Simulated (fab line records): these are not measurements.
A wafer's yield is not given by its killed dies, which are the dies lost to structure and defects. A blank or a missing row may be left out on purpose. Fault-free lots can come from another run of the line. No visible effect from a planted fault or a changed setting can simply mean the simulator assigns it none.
fab line records :: flow n5_finfet :: part 2 of 2: steps 24 to 30 of 30
record:
  lots: 5
  wafers: 15
  last_day: 17
route steps=1938 shown BEOL_M2@852
lots with no fault: from the same line, run without faults
start_h: hours from the record's first day to the start of the lot's first wafer shown :: wait_h: time in hours since the lot's previous step :: " as in the row above :: L1.1+2: a row that stands for several wafers :: - either no value or no given start :: * or withheld: withheld :: < > ~ a bound
route shown NAME@n: names a module that has steps shown in the file, with the first one's number in the route :: usual: mean and standard deviation over wafers with no fault :: same: alike in all rows :: chamber/n: place in a boat :: sites: each site's reading :: _std_site: how widely they spread, as a standard deviation :: _edge_site: the outer-site mean with the inner-site mean subtracted :: radius_mm: how far each site lies from the wafer's centre :: mask NAME#n: copy n :: behind: the most recent tool/chamber to have shaped the wafer :: hold: why the lot went on hold/how many hours it stayed there/how the hold came to an end :: device: names the non-switching transistor (n, p or np) :: end of line: the tests these same wafers got at the end of their route :: where a step has no rows: the recipe by itself :: killed: the dies lost at the first sort to structure and to defects; this is not the yield of the wafer :: map: dies across one wafer; x = killed, . = not, _ = none there
set.NAME: the run value of the setting; set.NAME@STEP: its run value at that earlier step :: model.NAME: the simulator's own value behind a step, which no gauge read
certain route steps with their lots: each step a table, each wafer a row
services: from which hour (start_h, from the record's first day; less than 0 if before it) a tool's chamber was out of use, for how many hours, and why
== steps ==
step: N5_BEOL_M2_DEVELOP_27
recipe:
  develop_time_s: 30
  developer: TMAH
  resist: CAR-EUV
  rinse_liquid: surfactant_rinse
  dry: air_spin
  dev_temp_c: 23
lot.wafer: L074.2+4+6
tool: litho_track-02
chamber: 0
start_h: -
wait_h: -

lot.wafer: L077.2+4+6
tool: litho_track-01
chamber: 0
start_h: -
wait_h: -

lot.wafer: L080.3+4+5
tool: litho_track-02
chamber: 0
start_h: -
wait_h: -

lot.wafer: L090.2+3+4
tool: litho_track-01
chamber: 0
start_h: -
wait_h: -

lot.wafer: L095.2+3+4
tool: litho_track-01
chamber: 0
start_h: -
wait_h: -
step: N5_BEOL_M2_CD_MEAS_28
recipe:
  target_cd_nm: 26.2
  landing_energy_ev: 500
  detector: se_inlens
  target_cd_y_nm: 24.1
  polarity: opening
usual:
  cd_nm: 26.12/0.24
lot.wafer: L074.2
tool: cd_sem-03
chamber: 0
start_h: 140.84
wait_h: -
cd_nm: 26.63

lot.wafer: L074.4
tool: cd_sem-03
chamber: 0
start_h: 140.84
wait_h: -
cd_nm: 25.96

lot.wafer: L074.6
tool: cd_sem-03
chamber: 0
start_h: 140.84
wait_h: -
cd_nm: 26.03

lot.wafer: L077.2
tool: cd_sem-03
chamber: 0
start_h: 158.59
wait_h: -
cd_nm: 25.80

lot.wafer: L077.4
tool: cd_sem-03
chamber: 0
start_h: 158.59
wait_h: -
cd_nm: 26.14

lot.wafer: L077.6
tool: cd_sem-03
chamber: 0
start_h: 158.59
wait_h: -
cd_nm: 26.32

lot.wafer: L080.3
tool: cd_sem-03
chamber: 0
start_h: 169.78
wait_h: -
cd_nm: 26.40

lot.wafer: L080.4
tool: cd_sem-03
chamber: 0
start_h: 169.78
wait_h: -
cd_nm: 26.10

lot.wafer: L080.5
tool: cd_sem-03
chamber: 0
start_h: 169.78
wait_h: -
cd_nm: 26.21

lot.wafer: L090.2
tool: cd_sem-01
chamber: 0
start_h: 239.76
wait_h: -
cd_nm: 26.15

lot.wafer: L090.3
tool: cd_sem-01
chamber: 0
start_h: 239.76
wait_h: -
cd_nm: 25.50

lot.wafer: L090.4
tool: cd_sem-01
chamber: 0
start_h: 239.76
wait_h: -
cd_nm: 25.88

lot.wafer: L095.2
tool: cd_sem-03
chamber: 0
start_h: 260.93
wait_h: -
cd_nm: 25.96

lot.wafer: L095.3
tool: cd_sem-03
chamber: 0
start_h: 260.93
wait_h: -
cd_nm: 26.47

lot.wafer: L095.4
tool: cd_sem-03
chamber: 0
start_h: 260.93
wait_h: -
cd_nm: 25.90
step: N5_BEOL_M2_OVL_MEAS_29
recipe:
  points_per_wafer: 522
usual:
  V1_OVL: 0.4/0.65
same:
  points_per_wafer: 522
lot.wafer: L074.2
tool: overlay-01
chamber: 0
start_h: 140.87
wait_h: 0.0
V1_OVL[nm]: 0.8

lot.wafer: L074.4
tool: overlay-01
chamber: 0
start_h: 140.87
wait_h: 0.0
V1_OVL[nm]: 0.9

lot.wafer: L074.6
tool: overlay-01
chamber: 0
start_h: 140.87
wait_h: 0.0
V1_OVL[nm]: 1.7

lot.wafer: L077.2
tool: overlay-02
chamber: 0
start_h: 158.63
wait_h: 0.0
V1_OVL[nm]: 1.8

lot.wafer: L077.4
tool: overlay-02
chamber: 0
start_h: 158.63
wait_h: 0.0
V1_OVL[nm]: 1.9

lot.wafer: L077.6
tool: overlay-02
chamber: 0
start_h: 158.63
wait_h: 0.0
V1_OVL[nm]: 1.3

lot.wafer: L080.3
tool: overlay-01
chamber: 0
start_h: 169.82
wait_h: 0.0
V1_OVL[nm]: 0.7

lot.wafer: L080.4
tool: overlay-01
chamber: 0
start_h: 169.82
wait_h: 0.0
V1_OVL[nm]: 0.4

lot.wafer: L080.5
tool: overlay-01
chamber: 0
start_h: 169.82
wait_h: 0.0
V1_OVL[nm]: 0.5

lot.wafer: L090.2
tool: overlay-02
chamber: 0
start_h: 239.80
wait_h: 0.0
V1_OVL[nm]: 0.1

lot.wafer: L090.3
tool: overlay-02
chamber: 0
start_h: 239.80
wait_h: 0.0
V1_OVL[nm]: 0.4

lot.wafer: L090.4
tool: overlay-02
chamber: 0
start_h: 239.80
wait_h: 0.0
V1_OVL[nm]: 0.6

lot.wafer: L095.2
tool: overlay-02
chamber: 0
start_h: 260.96
wait_h: 0.0
V1_OVL[nm]: 0.4

lot.wafer: L095.3
tool: overlay-02
chamber: 0
start_h: 260.96
wait_h: 0.0
V1_OVL[nm]: 1.0

lot.wafer: L095.4
tool: overlay-02
chamber: 0
start_h: 260.96
wait_h: 0.0
V1_OVL[nm]: 0.6
step: N5_BEOL_M2_INSPECT_30
recipe:
  mode: adi
  inspect_instrument: brightfield
usual:
  raw_defect_count: 411/97
lot.wafer: L074.2
tool: defect_inspect-02
chamber: -
start_h: 140.93
wait_h: 0.0
raw_defect_count: 443

lot.wafer: L074.4
tool: defect_inspect-02
chamber: -
start_h: 140.93
wait_h: 0.0
raw_defect_count: 265

lot.wafer: L074.6
tool: defect_inspect-02
chamber: -
start_h: 140.93
wait_h: 0.0
raw_defect_count: 384

lot.wafer: L077.2
tool: defect_inspect-01
chamber: -
start_h: 158.68
wait_h: 0.0
raw_defect_count: 269

lot.wafer: L077.4
tool: defect_inspect-01
chamber: -
start_h: 158.68
wait_h: 0.0
raw_defect_count: 290

lot.wafer: L077.6
tool: defect_inspect-01
chamber: -
start_h: 158.68
wait_h: 0.0
raw_defect_count: 264

lot.wafer: L080.3
tool: defect_inspect-01
chamber: -
start_h: 169.87
wait_h: 0.0
raw_defect_count: 273

lot.wafer: L080.4
tool: defect_inspect-01
chamber: -
start_h: 169.87
wait_h: 0.0
raw_defect_count: 301

lot.wafer: L080.5
tool: defect_inspect-01
chamber: -
start_h: 169.87
wait_h: 0.0
raw_defect_count: 267

lot.wafer: L090.2
tool: defect_inspect-02
chamber: -
start_h: 239.85
wait_h: 0.0
raw_defect_count: 437

lot.wafer: L090.3
tool: defect_inspect-02
chamber: -
start_h: 239.85
wait_h: 0.0
raw_defect_count: 396

lot.wafer: L090.4
tool: defect_inspect-02
chamber: -
start_h: 239.85
wait_h: 0.0
raw_defect_count: 327

lot.wafer: L095.2
tool: defect_inspect-01
chamber: -
start_h: 261.02
wait_h: 0.1
raw_defect_count: 462

lot.wafer: L095.3
tool: defect_inspect-01
chamber: -
start_h: 261.02
wait_h: 0.1
raw_defect_count: 379

lot.wafer: L095.4
tool: defect_inspect-01
chamber: -
start_h: 261.02
wait_h: 0.1
raw_defect_count: 549
step: N5_BEOL_M2_DESCUM_33
recipe:
  chemistry: O2
  time_s: 7
  source_power_w: 50
  bias_power_w: 20
  pressure_mtorr: 20
  rf_frequency_hz: 2.712e+07
  temp_c: 40
  resist: CAR-EUV
  o2_flow_sccm: 225
usual:
  bias_power_w: 20.00/0.057
  drypump_motor_current_A: 5.7/0.31
  oes_product_au: 0.82/0.084
  rf_vpp_V: 243.2/1.3
  showerhead_plenum_p_Torr: 2.08/0.077
  throttle_valve_pct: 20.44/0.19
lot.wafer: L074.2
tool: rie_diel-03
chamber: 2
start_h: 141.10
wait_h: 0.2
bias_power_w: 20.05
drypump_motor_current_A: 5.7
oes_product_au: 0.76
rf_hours_counter_h: 159
rf_vpp_V: 242.3
showerhead_plenum_p_Torr: 2.00
throttle_valve_pct: 20.36

lot.wafer: L074.4
tool: rie_diel-03
chamber: 1
start_h: 141.10
wait_h: 0.2
bias_power_w: 20.06
drypump_motor_current_A: 5.4
oes_product_au: 0.73
rf_hours_counter_h: 198
rf_vpp_V: 242.6
showerhead_plenum_p_Torr: 1.98
throttle_valve_pct: 20.55

lot.wafer: L074.6
tool: rie_diel-03
chamber: 3
start_h: 141.10
wait_h: 0.2
bias_power_w: 19.92
drypump_motor_current_A: 5.6
oes_product_au: 0.86
rf_hours_counter_h: -
rf_vpp_V: 244.0
showerhead_plenum_p_Torr: 2.12
throttle_valve_pct: 20.26

lot.wafer: L077.2
tool: rie_diel-03
chamber: 1
start_h: 159.56
wait_h: 0.9
bias_power_w: 20.07
drypump_motor_current_A: 5.4
oes_product_au: 0.71
rf_hours_counter_h: 208
rf_vpp_V: 241.5
showerhead_plenum_p_Torr: 1.98
throttle_valve_pct: 20.57

lot.wafer: L077.4
tool: rie_diel-03
chamber: 0
start_h: 159.56
wait_h: 0.9
bias_power_w: 19.95
drypump_motor_current_A: 5.5
oes_product_au: 0.70
rf_hours_counter_h: -
rf_vpp_V: 243.2
showerhead_plenum_p_Torr: 2.16
throttle_valve_pct: 20.81

lot.wafer: L077.6
tool: rie_diel-03
chamber: 3
start_h: 159.56
wait_h: 0.9
bias_power_w: 20.06
drypump_motor_current_A: 5.6
oes_product_au: 0.84
rf_hours_counter_h: -
rf_vpp_V: 242.9
showerhead_plenum_p_Torr: 2.12
throttle_valve_pct: 20.28

lot.wafer: L080.3
tool: rie_diel-05
chamber: 1
start_h: 169.96
wait_h: 0.1
bias_power_w: 20.10
drypump_motor_current_A: 5.8
oes_product_au: 0.89
rf_hours_counter_h: 45
rf_vpp_V: 243.8
showerhead_plenum_p_Torr: 2.15
throttle_valve_pct: 20.25

lot.wafer: L080.4
tool: rie_diel-05
chamber: 2
start_h: 169.96
wait_h: 0.1
bias_power_w: 19.95
drypump_motor_current_A: 5.9
oes_product_au: 0.92
rf_hours_counter_h: 19
rf_vpp_V: 244.3
showerhead_plenum_p_Torr: 2.04
throttle_valve_pct: 20.63

lot.wafer: L080.5
tool: rie_diel-05
chamber: 0
start_h: 169.96
wait_h: 0.1
bias_power_w: 20.00
drypump_motor_current_A: 5.8
oes_product_au: 0.75
rf_hours_counter_h: -
rf_vpp_V: 245.8
showerhead_plenum_p_Torr: 2.06
throttle_valve_pct: 20.22

lot.wafer: L090.2
tool: rie_diel-01
chamber: 1
start_h: 239.92
wait_h: 0.1
bias_power_w: 20.03
drypump_motor_current_A: 5.9
oes_product_au: 0.77
rf_hours_counter_h: 131
rf_vpp_V: 245.1
showerhead_plenum_p_Torr: 2.21
throttle_valve_pct: 20.49

lot.wafer: L090.3
tool: rie_diel-01
chamber: 3
start_h: 239.92
wait_h: 0.1
bias_power_w: 19.99
drypump_motor_current_A: 5.1
oes_product_au: 0.89
rf_hours_counter_h: 22
rf_vpp_V: 244.3
showerhead_plenum_p_Torr: 2.22
throttle_valve_pct: 20.17

lot.wafer: L090.4
tool: rie_diel-01
chamber: 0
start_h: 239.92
wait_h: 0.1
bias_power_w: 19.96
drypump_motor_current_A: 6.2
oes_product_au: 0.76
rf_hours_counter_h: 148
rf_vpp_V: 243.0
showerhead_plenum_p_Torr: 2.07
throttle_valve_pct: 20.42

lot.wafer: L095.2
tool: rie_diel-01
chamber: 0
start_h: 261.06
wait_h: 0.0
bias_power_w: 19.94
drypump_motor_current_A: 6.2
oes_product_au: 0.76
rf_hours_counter_h: 155
rf_vpp_V: 244.1
showerhead_plenum_p_Torr: 2.07
throttle_valve_pct: 20.44

lot.wafer: L095.3
tool: rie_diel-01
chamber: 3
start_h: 261.06
wait_h: 0.0
bias_power_w: 20.02
drypump_motor_current_A: 5.2
oes_product_au: 0.88
rf_hours_counter_h: 29
rf_vpp_V: 244.9
showerhead_plenum_p_Torr: 2.22
throttle_valve_pct: 20.18

lot.wafer: L095.4
tool: rie_diel-01
chamber: 1
start_h: 261.06
wait_h: 0.0
bias_power_w: 19.97
drypump_motor_current_A: 5.9
oes_product_au: 0.75
rf_hours_counter_h: 138
rf_vpp_V: 244.6
showerhead_plenum_p_Torr: 2.21
throttle_valve_pct: 20.52
step: N5_BEOL_M2_ETCH_77
recipe:
  chemistry: N2/H2
  target: underlayer
  target_depth_a: 65
  mask_material: CAR-EUV
  time_s: 5.2
  ion_energy_ev: 200
  pressure_mtorr: 30
  source_w: 840
  bias_w: 150
  n2_flow_sccm: 200
  h2_flow_sccm: 200
  ends: cleared
usual:
  drypump_motor_current_A: 5.7/0.31
  etch_rf_on_time_s: 5.01/0.16
  oes_product_au: 0.70/0.078
  rf_vpp_V: 523.8/2.6
  showerhead_plenum_p_Torr: 2.53/0.087
  throttle_valve_pct: 17.88/0.25
lot.wafer: L074.2
tool: rie_diel-03
chamber: 2
start_h: 141.13
wait_h: 0.0
drypump_motor_current_A: 5.8
etch_rf_on_time_s: 5.10
oes_product_au: 0.65
rf_hours_counter_h: 159
rf_vpp_V: 522.8
showerhead_plenum_p_Torr: 2.44
throttle_valve_pct: 17.91

lot.wafer: L074.4
tool: rie_diel-03
chamber: 1
start_h: 141.13
wait_h: 0.0
drypump_motor_current_A: 5.4
etch_rf_on_time_s: 5.06
oes_product_au: 0.63
rf_hours_counter_h: 198
rf_vpp_V: 523.9
showerhead_plenum_p_Torr: 2.38
throttle_valve_pct: 17.87

lot.wafer: L074.6
tool: rie_diel-03
chamber: 3
start_h: 141.13
wait_h: 0.0
drypump_motor_current_A: 5.6
etch_rf_on_time_s: 4.87
oes_product_au: 0.76
rf_hours_counter_h: -
rf_vpp_V: 524.6
showerhead_plenum_p_Torr: 2.58
throttle_valve_pct: 17.66

lot.wafer: L077.2
tool: rie_diel-03
chamber: 1
start_h: 159.59
wait_h: 0.0
drypump_motor_current_A: 5.4
etch_rf_on_time_s: 5.03
oes_product_au: 0.62
rf_hours_counter_h: 208
rf_vpp_V: 521.7
showerhead_plenum_p_Torr: 2.38
throttle_valve_pct: 17.90

lot.wafer: L077.4
tool: rie_diel-03
chamber: 0
start_h: 159.59
wait_h: 0.0
drypump_motor_current_A: 5.5
etch_rf_on_time_s: 4.97
oes_product_au: 0.62
rf_hours_counter_h: -
rf_vpp_V: 526.3
showerhead_plenum_p_Torr: 2.62
throttle_valve_pct: 18.21

lot.wafer: L077.6
tool: rie_diel-03
chamber: 3
start_h: 159.59
wait_h: 0.0
drypump_motor_current_A: 5.6
etch_rf_on_time_s: 4.90
oes_product_au: 0.73
rf_hours_counter_h: -
rf_vpp_V: 525.6
showerhead_plenum_p_Torr: 2.58
throttle_valve_pct: 17.68

lot.wafer: L080.3
tool: rie_diel-05
chamber: 1
start_h: 169.99
wait_h: 0.0
drypump_motor_current_A: 5.8
etch_rf_on_time_s: 5.06
oes_product_au: 0.75
rf_hours_counter_h: 45
rf_vpp_V: 526.9
showerhead_plenum_p_Torr: 2.57
throttle_valve_pct: 17.36

lot.wafer: L080.4
tool: rie_diel-05
chamber: 2
start_h: 169.99
wait_h: 0.0
drypump_motor_current_A: 5.9
etch_rf_on_time_s: 4.81
oes_product_au: 0.83
rf_hours_counter_h: 19
rf_vpp_V: 518.5
showerhead_plenum_p_Torr: 2.51
throttle_valve_pct: 18.31

lot.wafer: L080.5
tool: rie_diel-05
chamber: 0
start_h: 169.99
wait_h: 0.0
drypump_motor_current_A: 5.8
etch_rf_on_time_s: 5.09
oes_product_au: 0.64
rf_hours_counter_h: -
rf_vpp_V: 522.8
showerhead_plenum_p_Torr: 2.52
throttle_valve_pct: 17.81

lot.wafer: L090.2
tool: rie_diel-01
chamber: 1
start_h: 239.95
wait_h: 0.0
drypump_motor_current_A: 5.9
etch_rf_on_time_s: 5.40
oes_product_au: 0.65
rf_hours_counter_h: 131
rf_vpp_V: 526.4
showerhead_plenum_p_Torr: 2.65
throttle_valve_pct: 17.66

lot.wafer: L090.3
tool: rie_diel-01
chamber: 3
start_h: 239.95
wait_h: 0.0
drypump_motor_current_A: 5.1
etch_rf_on_time_s: 5.14
oes_product_au: 0.78
rf_hours_counter_h: 22
rf_vpp_V: 529.4
showerhead_plenum_p_Torr: 2.70
throttle_valve_pct: 17.58

lot.wafer: L090.4
tool: rie_diel-01
chamber: 0
start_h: 239.95
wait_h: 0.0
drypump_motor_current_A: 6.2
etch_rf_on_time_s: 4.91
oes_product_au: 0.68
rf_hours_counter_h: 148
rf_vpp_V: 522.8
showerhead_plenum_p_Torr: 2.53
throttle_valve_pct: 17.85

lot.wafer: L095.2
tool: rie_diel-01
chamber: 0
start_h: 261.09
wait_h: 0.0
drypump_motor_current_A: 6.2
etch_rf_on_time_s: 4.92
oes_product_au: 0.66
rf_hours_counter_h: 155
rf_vpp_V: 522.1
showerhead_plenum_p_Torr: 2.52
throttle_valve_pct: 17.87

lot.wafer: L095.3
tool: rie_diel-01
chamber: 3
start_h: 261.09
wait_h: 0.0
drypump_motor_current_A: 5.1
etch_rf_on_time_s: 5.14
oes_product_au: 0.76
rf_hours_counter_h: 29
rf_vpp_V: 526.6
showerhead_plenum_p_Torr: 2.70
throttle_valve_pct: 17.59

lot.wafer: L095.4
tool: rie_diel-01
chamber: 1
start_h: 261.09
wait_h: 0.0
drypump_motor_current_A: 5.9
etch_rf_on_time_s: 5.38
oes_product_au: 0.64
rf_hours_counter_h: 138
rf_vpp_V: 528.2
showerhead_plenum_p_Torr: 2.65
throttle_valve_pct: 17.71
step: N5_BEOL_M2_ETCH_69
recipe:
  chemistry: CF4
  target: SiARC
  target_depth_a: 156
  mask_material: CAR-EUV
  time_s: 26
  ion_energy_ev: 80
  pressure_mtorr: 40
  source_w: 545
  bias_w: 36
  Ar_flow_sccm: 100
  cf4_flow_sccm: 100
  ends: cleared
usual:
  drypump_motor_current_A: 5.7/0.31
  etch_rf_on_time_s: 25.1/0.7
  oes_product_au: 0.71/0.078
  rf_vpp_V: 183.9/1.2
  showerhead_plenum_p_Torr: 2.14/0.066
  throttle_valve_pct: 15.68/0.21
lot.wafer: L074.2
tool: rie_diel-03
chamber: 2
start_h: 141.15
wait_h: 0.0
drypump_motor_current_A: 5.7
etch_rf_on_time_s: 25.1
oes_product_au: 0.65
rf_hours_counter_h: 159
rf_vpp_V: 182.3
showerhead_plenum_p_Torr: 2.07
throttle_valve_pct: 15.62

lot.wafer: L074.4
tool: rie_diel-03
chamber: 1
start_h: 141.15
wait_h: 0.0
drypump_motor_current_A: 5.4
etch_rf_on_time_s: 25.0
oes_product_au: 0.62
rf_hours_counter_h: 198
rf_vpp_V: 183.1
showerhead_plenum_p_Torr: 2.05
throttle_valve_pct: 15.89

lot.wafer: L074.6
tool: rie_diel-03
chamber: 3
start_h: 141.15
wait_h: 0.0
drypump_motor_current_A: 5.6
etch_rf_on_time_s: 24.4
oes_product_au: 0.75
rf_hours_counter_h: -
rf_vpp_V: 185.1
showerhead_plenum_p_Torr: 2.18
throttle_valve_pct: 15.45

lot.wafer: L077.2
tool: rie_diel-03
chamber: 1
start_h: 159.61
wait_h: 0.0
drypump_motor_current_A: 5.4
etch_rf_on_time_s: 25.1
oes_product_au: 0.62
rf_hours_counter_h: 208
rf_vpp_V: 181.8
showerhead_plenum_p_Torr: 2.04
throttle_valve_pct: 15.89

lot.wafer: L077.4
tool: rie_diel-03
chamber: 0
start_h: 159.61
wait_h: 0.0
drypump_motor_current_A: 5.5
etch_rf_on_time_s: 25.2
oes_product_au: 0.61
rf_hours_counter_h: -
rf_vpp_V: 182.7
showerhead_plenum_p_Torr: 2.20
throttle_valve_pct: 16.01

lot.wafer: L077.6
tool: rie_diel-03
chamber: 3
start_h: 159.61
wait_h: 0.0
drypump_motor_current_A: 5.6
etch_rf_on_time_s: 24.7
oes_product_au: 0.74
rf_hours_counter_h: -
rf_vpp_V: 184.5
showerhead_plenum_p_Torr: 2.18
throttle_valve_pct: 15.46

lot.wafer: L080.3
tool: rie_diel-05
chamber: 1
start_h: 170.01
wait_h: 0.0
drypump_motor_current_A: 5.8
etch_rf_on_time_s: 25.7
oes_product_au: 0.76
rf_hours_counter_h: 45
rf_vpp_V: 184.7
showerhead_plenum_p_Torr: 2.20
throttle_valve_pct: 15.41

lot.wafer: L080.4
tool: rie_diel-05
chamber: 2
start_h: 170.01
wait_h: 0.0
drypump_motor_current_A: 5.9
etch_rf_on_time_s: 24.5
oes_product_au: 0.82
rf_hours_counter_h: 19
rf_vpp_V: 183.3
showerhead_plenum_p_Torr: 2.11
throttle_valve_pct: 15.85

lot.wafer: L080.5
tool: rie_diel-05
chamber: 0
start_h: 170.01
wait_h: 0.0
drypump_motor_current_A: 5.8
etch_rf_on_time_s: 26.0
oes_product_au: 0.64
rf_hours_counter_h: -
rf_vpp_V: 184.0
showerhead_plenum_p_Torr: 2.11
throttle_valve_pct: 15.55

lot.wafer: L090.2
tool: rie_diel-01
chamber: 1
start_h: 239.97
wait_h: 0.0
drypump_motor_current_A: 5.9
etch_rf_on_time_s: 26.7
oes_product_au: 0.65
rf_hours_counter_h: 131
rf_vpp_V: 184.2
showerhead_plenum_p_Torr: 2.22
throttle_valve_pct: 15.45

lot.wafer: L090.3
tool: rie_diel-01
chamber: 3
start_h: 239.97
wait_h: 0.0
drypump_motor_current_A: 5.1
etch_rf_on_time_s: 25.4
oes_product_au: 0.78
rf_hours_counter_h: 22
rf_vpp_V: 185.7
showerhead_plenum_p_Torr: 2.26
throttle_valve_pct: 15.31

lot.wafer: L090.4
tool: rie_diel-01
chamber: 0
start_h: 239.97
wait_h: 0.0
drypump_motor_current_A: 6.2
etch_rf_on_time_s: 24.8
oes_product_au: 0.68
rf_hours_counter_h: 148
rf_vpp_V: 185.0
showerhead_plenum_p_Torr: 2.16
throttle_valve_pct: 15.86

lot.wafer: L095.2
tool: rie_diel-01
chamber: 0
start_h: 261.11
wait_h: 0.0
drypump_motor_current_A: 6.2
etch_rf_on_time_s: 24.7
oes_product_au: 0.67
rf_hours_counter_h: 155
rf_vpp_V: 185.0
showerhead_plenum_p_Torr: 2.16
throttle_valve_pct: 15.87

lot.wafer: L095.3
tool: rie_diel-01
chamber: 3
start_h: 261.11
wait_h: 0.0
drypump_motor_current_A: 5.1
etch_rf_on_time_s: 25.3
oes_product_au: 0.77
rf_hours_counter_h: 29
rf_vpp_V: 185.1
showerhead_plenum_p_Torr: 2.26
throttle_valve_pct: 15.34

lot.wafer: L095.4
tool: rie_diel-01
chamber: 1
start_h: 261.11
wait_h: 0.0
drypump_motor_current_A: 5.9
etch_rf_on_time_s: 26.9
oes_product_au: 0.64
rf_hours_counter_h: 138
rf_vpp_V: 185.4
showerhead_plenum_p_Torr: 2.21
throttle_valve_pct: 15.46
== services ==
tool: rie_metal-03
chamber: 0
start_h: 118.19
hours: 7.1
kind: repair

tool: euv_scanner-02
chamber: -
start_h: 122.40
hours: 4.6
kind: pm

tool: rie_metal-01
chamber: -
start_h: 128.06
hours: 0.1
kind: repair

tool: euv_scanner-02
chamber: -
start_h: 134.03
hours: 1.0
kind: pm

tool: rie_diel-01
chamber: 2
start_h: 134.57
hours: -
kind: clean

tool: rie_diel-01
chamber: 2
start_h: 134.57
hours: -
kind: consumable_replace:esc

tool: rie_diel-01
chamber: 2
start_h: 134.57
hours: -
kind: consumable_replace:focus_ring

tool: rie_diel-01
chamber: 2
start_h: 134.57
hours: 18.7
kind: scheduled_down

tool: rie_diel-01
chamber: 2
start_h: 134.57
hours: 18.7
kind: vent_cycle

tool: euv_scanner-01
chamber: -
start_h: 135.33
hours: 1.0
kind: pm

tool: rie_diel-01
chamber: -
start_h: 141.22
hours: 1.0
kind: repair

tool: rie_diel-05
chamber: -
start_h: 143.37
hours: 14.6
kind: pm

tool: euv_scanner-02
chamber: -
start_h: 148.81
hours: 0.5
kind: repair

tool: rie_diel-03
chamber: 3
start_h: 149.91
hours: 2.5
kind: repair

tool: litho_track-03
chamber: -
start_h: 179.30
hours: -
kind: consumable_replace:filter

tool: rie_diel-05
chamber: -
start_h: 180.40
hours: 15.6
kind: pm

tool: euv_scanner-02
chamber: -
start_h: 190.18
hours: 1.0
kind: pm

tool: euv_scanner-01
chamber: -
start_h: 191.48
hours: 1.0
kind: pm

tool: rie_metal-03
chamber: 1
start_h: 200.76
hours: 2.8
kind: repair

tool: euv_scanner-02
chamber: -
start_h: 219.64
hours: 13.5
kind: repair

tool: euv_scanner-02
chamber: -
start_h: 246.33
hours: 1.0
kind: pm

tool: euv_scanner-01
chamber: -
start_h: 247.63
hours: 1.0
kind: pm

tool: rie_diel-03
chamber: -
start_h: 253.52
hours: 0.4
kind: repair

tool: euv_scanner-02
chamber: -
start_h: 260.00
hours: 5.8
kind: pm
